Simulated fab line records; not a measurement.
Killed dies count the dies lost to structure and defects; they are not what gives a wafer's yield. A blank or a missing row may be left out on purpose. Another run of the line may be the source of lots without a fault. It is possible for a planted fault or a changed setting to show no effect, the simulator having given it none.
Chamber matching | flow n5_finfet | N5_BEOL_M10_ALD_74 on ald_metal-03 has 3 sister chambers
The step deposits TaN, target thk 2 nm, pulse time 2 s, purge time 3 s. 6 wafers are shown with their chamber, then 6 later ones without.

== WAFERS PAIRED WITH THEIR CHAMBERS ==
wafer  | chamber | heater_power_outer_w (W) | heater_power_w (W)
L076.3 | 0       | 234                      | 433
L080.2 | 1       | 247                      | 431
L080.4 | 3       | 261                      | 447
L080.5 | 1       | 247                      | 434
L083.2 | 0       | 235                      | 444
L083.4 | 3       | 268                      | 439

== WAFERS WITH NO CHAMBER GIVEN ==
wafer  | heater_power_outer_w (W) | heater_power_w (W)
L083.6 | 232                      | 431
L084.1 | 239                      | 441
L084.2 | 272                      | 430
L089.1 | 233                      | 446
L089.3 | 264                      | 428
L089.4 | 242                      | 436

== CHAMBER TAKEN BY EACH ==
wafer  | from the rows above     | in truth
L083.6 | 0                       | 0
L084.1 | can't be placed: 0 or 1 | 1
L084.2 | 3                       | 3
L089.1 | 0                       | 0
L089.3 | 3                       | 3
L089.4 | can't be placed: 1 or 0 | 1
Correct placement for 4 of the 6. Not placeable from these rows: 2 (in 2, the candidates include the true chamber). Placed wrongly: 0.
How it was worked out, from the rows above alone: a wafer's distance from a chamber is the root of the sum, over the readings, of the square of ((its reading less the chamber's mean) divided by the reading's scatter). The wafer belongs to the nearest chamber; if the next one is less than 2 further off, it can't be placed. Each chamber's mean is taken over the wafers shown for it. How the scatter is found: for the shown wafers, subtract from each reading the mean of its chamber, square and add these, divide the total by (wafers less chambers), then take the root.
